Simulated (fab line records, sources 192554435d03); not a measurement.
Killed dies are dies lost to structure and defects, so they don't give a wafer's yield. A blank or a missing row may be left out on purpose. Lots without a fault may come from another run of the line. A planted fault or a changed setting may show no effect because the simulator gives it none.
A struck lot beside a sound one | flow n5_finfet | 35 steps out of a route of 1938
Sound: wafers L432.2, L432.4, L432.6. Struck: wafer L428.4. (L428.1, L428.3 of the same lot were not struck and are left out.) The cause comes at the end.
At each step with rows: each side's tool, then ch and its chambers, then its first start. Under that, the readings that differ: sound wafers | struck wafers | difference of the means | sigmas: that difference in standard deviations of wafers without a fault.
alike: readings whose means differ by less than 2 such deviations, and words and numbers that are the same on both sides. not compared: withheld readings, readings that some wafer has no value for, bounds like >300 that may hide the same value, and numbers for which the record gives no deviation and whose values overlap.
The two part at a step that has a row with sigmas, a row that says differs or no value, or rows on one side only. Numbers that don't overlap but have no deviation are shown without sigmas and don't part them. A reading that every wafer of one side lacks parts them only if that side has two wafers or more.

first, 10 steps without rows for these wafers: N5_BEOL_M7_DESCUM_33 (chemistry O2, time 7 s); N5_BEOL_M7_ETCH_72 (etches underlayer in N2/H2, target depth 6.5 nm, time 5.2 s); N5_BEOL_M7_ETCH_65 (etches SiARC in CF4, target depth 15.6 nm, time 26 s); N5_BEOL_M7_ETCH_66 (etches SOC in N2/H2, target depth 80 nm, overetch 16 nm, time 120 s); N5_BEOL_M7_STRIP_69 (strips in N2/H2); N5_BEOL_M7_STRIP_73 (strips in N2/H2); N5_BEOL_M7_VIA_ETCH_34 (etches SiCOH lowk in C4F6/O2, target depth 125.5 nm, time 50.5 s); N5_BEOL_M7_STRIP_76 (strips in C4F6/O2); N5_BEOL_M7_STRIP_36 (strips in N2/H2); N5_BEOL_M7_TRENCH_ETCH_37 (etches SiCOH lowk in C4F6/O2, target depth 93.478 nm, time 31.2 s).
N5_BEOL_M7_ETCH_41: etches SiCN in CH3F/O2, target depth 31.9 nm, time 57.8 s.
  sound on rie_diel-04 ch 0,1,3, day 13 00:18; struck on rie_diel-02 ch 2, day 12 02:07
  reading                     | sound       | struck | difference | sigmas
  drypump_motor_current_A (A) | 5.5 5.6 6.0 | 6.6    | +0.9       | +2
  alike: oes_product_au, rf_vpp_V, showerhead_plenum_p_Torr, throttle_valve_pct
  not compared: rf_hours_counter_h
then, 23 steps without rows for these wafers: N5_BEOL_M7_STRIP_80 (strips in N2/H2, time 10 s); N5_BEOL_M7_HM_STRIP_39 (strips TiN in peroxide tin strip, target depth 25 nm, time 158 s); N5_BEOL_M7_SRD_40 (time 30 s); N5_BEOL_M7_PRECLEAN_42 (cleans in residue remover, time 60 s); N5_BEOL_M7_SRD_43 (time 30 s); N5_BEOL_M7_CURE_75 (cures SiCOH lowk, time 120 s); N5_BEOL_M7_DEGAS_44 (time 60 s); N5_BEOL_M7_PRE_CLEAN_45 (time 30 s); N5_BEOL_M7_ALD_77 (deposits TaN, target thk 2 nm, pulse time 2 s, purge time 3 s); N5_BEOL_M7_SURFACE_TREAT_79; N5_BEOL_M7_CVD_78 (deposits Co from CCTBA/H2, target thk 2 nm, time 142.3 s); N5_BEOL_M7_SPUTTER_48 (material Cu, target thk 10 nm, time 1.667 s); N5_BEOL_M7_ECD_50 (material Cu, target thk 300 nm); N5_BEOL_M7_ANNEAL_51 (time 90 s); N5_BEOL_M7_CMP_52 (polishes, stops on SiCOH lowk, t overpolish 6.9 s, target thk 80 nm); N5_BEOL_M7_PRE_CLEAN_55 (time 15 s); N5_BEOL_M7_DEP_56 (deposits SiCN from 3MS/NH3, target thk 10 nm, time 17.5 s); N5_BEOL_M8_ILD_DEP_00 (deposits SiCOH lowk from DEMS/porogen, target thk 179.75 nm, time 33.4 s); N5_BEOL_M8_CURE_74 (cures SiCOH lowk, time 240 s); N5_BEOL_M8_PECVD_70 (deposits SiO2 from TEOS/O2, target thk 20 nm, time 22.7 s); N5_BEOL_M8_HM_DEP_02 (deposits TiN, target thk 20 nm); N5_BEOL_M8_COAT_59 (time 60 s, resist thk 100 nm); N5_BEOL_M8_COAT_60 (time 60 s, resist thk 35 nm).
-- the record jumps here: 3 days lie between the struck wafers' starts before and after (it left off in module BEOL_M8 and takes up again in module PASSIVATION, whose first step shown is number 1936 of the route) --
N5_PASSIVATION_PROBE_49:
  the record has rows for the struck wafers here (prober-01, day 15 01:32) and none for the sound ones

WHERE THEY PART
First at N5_BEOL_M7_ETCH_41; last, within this record, at N5_PASSIVATION_PROBE_49.

WHY: what the simulator had put in
Chamber particle source: rie_diel-02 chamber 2, from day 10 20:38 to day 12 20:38, at N5_BEOL_M7_ETCH_41. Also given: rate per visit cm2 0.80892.
